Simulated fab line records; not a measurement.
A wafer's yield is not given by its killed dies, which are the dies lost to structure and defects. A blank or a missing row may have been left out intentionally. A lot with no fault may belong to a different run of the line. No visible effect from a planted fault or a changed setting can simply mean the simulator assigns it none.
Matching of chambers + flow nand_harc + 4 sister chambers for NHARC_A_STAIRCASE_TRIM_229 on rie_diel-08
The step chemistry O2, time 211.2 s. 16 wafers are shown with their chamber, then 8 later ones without.

== WAFERS PAIRED WITH THEIR CHAMBERS ==
| wafer  | chamber | showerhead_plenum_p_Torr (Torr) | drypump_motor_current_A (A) | rf_vpp_V (V) |
|--------|---------|---------------------------------|-----------------------------|--------------|
| L074.1 | 3       | 3.42                            | 5.5                         | 56.8         |
| L074.2 | 1       | 3.32                            | 5.6                         | 56.8         |
| L074.3 | 0       | 3.66                            | 6.2                         | 59.4         |
| L076.3 | 0       | 3.66                            | 6.2                         | 57.7         |
| L076.5 | 3       | 3.42                            | 5.4                         | 56.7         |
| L076.6 | 0       | 3.66                            | 6.2                         | 59.0         |
| L081.1 | 1       | 3.31                            | 5.6                         | 57.0         |
| L081.2 | 0       | 3.65                            | 6.2                         | 56.6         |
| L081.4 | 2       | 3.77                            | 5.4                         | 58.5         |
| L082.2 | 0       | 3.65                            | 6.2                         | 58.5         |
| L082.3 | 3       | 3.41                            | 5.4                         | 58.1         |
| L082.4 | 2       | 3.77                            | 5.3                         | 59.2         |
| L088.2 | 3       | 3.41                            | 5.4                         | 57.3         |
| L088.4 | 2       | 3.77                            | 5.3                         | 58.7         |
| L088.5 | 0       | 3.65                            | 6.2                         | 59.8         |
| L089.2 | 2       | 3.77                            | 5.4                         | 58.4         |

SIGNATURES (averages over the wafers above)
| reading                  | chamber 0 | chamber 1 | chamber 2 | chamber 3 | scatter within a chamber |
|--------------------------|-----------|-----------|-----------|-----------|--------------------------|
| showerhead_plenum_p_Torr | 3.6550    | 3.3150    | 3.7700    | 3.4150    | 0.005                    |
| drypump_motor_current_A  | 6.200     | 5.600     | 5.350     | 5.425     | 0.0382                   |
| rf_vpp_V                 | 58.500    | 56.900    | 58.700    | 57.225    | 0.848                    |
Rule: a wafer lies at a distance from a chamber equal to the root of the sum of squares, over the readings, of (its reading less the chamber's mean, divided by the reading's scatter). The wafer belongs to the nearest chamber; if the next one is less than 2 further off, it can't be placed. The scatter: the root of (the sum of the squares of (reading less its chamber's mean) over the shown wafers, divided by (wafers less chambers)).

== WAFERS WITHOUT THEIR CHAMBER ==
| wafer  | showerhead_plenum_p_Torr (Torr) | drypump_motor_current_A (A) | rf_vpp_V (V) |
|--------|---------------------------------|-----------------------------|--------------|
| L089.3 | 3.65                            | 6.2                         | 59.9         |
| L089.4 | 3.41                            | 5.5                         | 56.3         |
| L092.1 | 3.64                            | 6.2                         | 57.7         |
| L092.2 | 3.76                            | 5.4                         | 58.3         |
| L092.6 | 3.40                            | 5.5                         | 58.5         |
| L091.3 | 3.64                            | 6.2                         | 58.4         |
| L091.4 | 3.76                            | 5.3                         | 58.5         |
| L091.5 | 3.64                            | 6.2                         | 58.6         |

== THE CHAMBER EACH PASSED THROUGH ==
| wafer  | from the rows above | in truth |
|--------|---------------------|----------|
| L089.3 | 0                   | 0        |
| L089.4 | 3                   | 3        |
| L092.1 | 0                   | 0        |
| L092.2 | 2                   | 2        |
| L092.6 | 3                   | 3        |
| L091.3 | 0                   | 0        |
| L091.4 | 2                   | 2        |
| L091.5 | 0                   | 0        |
Correct placement for 8 of the 8. Left unplaced by these rows: 0. Wrongly placed: 0.
